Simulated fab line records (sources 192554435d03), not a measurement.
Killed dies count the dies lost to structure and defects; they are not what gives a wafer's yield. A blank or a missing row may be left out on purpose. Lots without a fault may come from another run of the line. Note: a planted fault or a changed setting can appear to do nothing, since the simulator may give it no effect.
Which of the tools did it? :: flow n5 finfet :: 24 lots, 72 wafers sampled, at 1 step of a route of 1938

WHAT THE GAUGES READ, wafer by wafer
N5_PMOS_HMC_CHANNEL_EPI_OVL_MEAS_10. Usual: PMOS_HMC_BLK_OVL gives 0.3 nm (standard deviation 0.73).
lot: L074
measured: day 1 17:20
on: overlay-01
PMOS_HMC_BLK_OVL (nm): 1.0 0.8 0.2
flag: 

lot: L075
measured: day 1 23:14
on: overlay-02
PMOS_HMC_BLK_OVL (nm): 0.9 -0.3 1.9
flag: 

lot: L076
measured: day 2 05:35
on: overlay-01
PMOS_HMC_BLK_OVL (nm): 0.1 0.8 0.6
flag: 

lot: L077
measured: day 2 11:20
on: overlay-02
PMOS_HMC_BLK_OVL (nm): 0.0 -0.1 0.4
flag: 

lot: L078
measured: day 2 17:05
on: overlay-01
PMOS_HMC_BLK_OVL (nm): -0.5 -0.7 -0.6
flag: 

lot: L079
measured: day 2 23:16
on: overlay-02
PMOS_HMC_BLK_OVL (nm): -0.2 0.1 0.9
flag: 

lot: L080
measured: day 3 05:27
on: overlay-01
PMOS_HMC_BLK_OVL (nm): 0.2 0.6 -0.4
flag: 

lot: L081
measured: day 3 11:02
on: overlay-02
PMOS_HMC_BLK_OVL (nm): 0.1 1.8 1.0
flag: 

lot: L082
measured: day 3 17:32
on: overlay-01
PMOS_HMC_BLK_OVL (nm): 0.4 1.0 0.2
flag: 

lot: L083
measured: day 3 23:21
on: overlay-02
PMOS_HMC_BLK_OVL (nm): 0.9 1.9 1.2
flag: 

lot: L084
measured: day 4 05:34
on: overlay-02
PMOS_HMC_BLK_OVL (nm): 0.1 -0.1 -0.1
flag: 

lot: L085
measured: day 4 10:56
on: overlay-01
PMOS_HMC_BLK_OVL (nm): 0.3 0.3 1.2
flag: 

lot: L086
measured: day 4 17:10
on: overlay-01
PMOS_HMC_BLK_OVL (nm): 0.2 0.4 -0.9
flag: 

lot: L087
measured: day 5 00:07
on: overlay-02
PMOS_HMC_BLK_OVL (nm): 1.0 -0.6 -1.5
flag: 

lot: L088
measured: day 5 05:37
on: overlay-01
PMOS_HMC_BLK_OVL (nm): -0.2 -0.7 -1.0
flag: 

lot: L089
measured: day 5 11:16
on: overlay-02
PMOS_HMC_BLK_OVL (nm): 0.5 1.0 0.8
flag: 

lot: L090
measured: day 5 17:20
on: overlay-02
PMOS_HMC_BLK_OVL (nm): 1.1 0.2 0.6
flag: 

lot: L091
measured: day 5 23:10
on: overlay-01
PMOS_HMC_BLK_OVL (nm): 0.7 -1.0 -0.2
flag: 

lot: L092
measured: day 6 05:53
on: overlay-02
PMOS_HMC_BLK_OVL (nm): 1.6 0.0 0.7
flag: 

lot: L093
measured: day 6 12:04
on: overlay-01
PMOS_HMC_BLK_OVL (nm): -0.1 0.8 0.2
flag: 

lot: L094
measured: day 6 17:22
on: overlay-01
PMOS_HMC_BLK_OVL (nm): 0.0 0.8 0.1
flag: 

lot: L095
measured: day 6 23:15
on: overlay-02
PMOS_HMC_BLK_OVL (nm): 1.0 1.0 0.7
flag: 

lot: L096
measured: day 7 05:07
on: overlay-02
PMOS_HMC_BLK_OVL (nm): -0.4 0.0 0.7
flag: 

lot: L097
measured: day 7 11:08
on: overlay-01
PMOS_HMC_BLK_OVL (nm): -0.6 -0.4 0.2
flag: 

EACH LOT AND THE TOOL THAT RAN IT (in order: tool; ch and the chambers of the sampled wafers; start)
Record: no process step prior to these readings.

WHAT THE TOOLS THEMSELVES READ (means of the sampled wafers that have a number; where no wafer has one, the mark that the record gives instead)
The record holds no such reading with a usual standard deviation.

THE ANSWER, worked out from the rows above alone
Rule: a lot counts as off when the mean over its wafers that have a number is more than 3 standard deviations away from the usual mean. A lot without any number at a reading at which 4 lots or more have one is off too. All remaining lots with rows at the step are treated as sound. The gauges are gone through in route order, then the tools' own readings, and for those a lot's mean is taken as printed above. The first step at which some lot is off is used, and at that step the reading that is off furthest; a lot without a number counts as furthest.
No lot is off on any of the readings shown, so nothing can be concluded from this.

WHAT THE SIMULATOR HAD INSERTED
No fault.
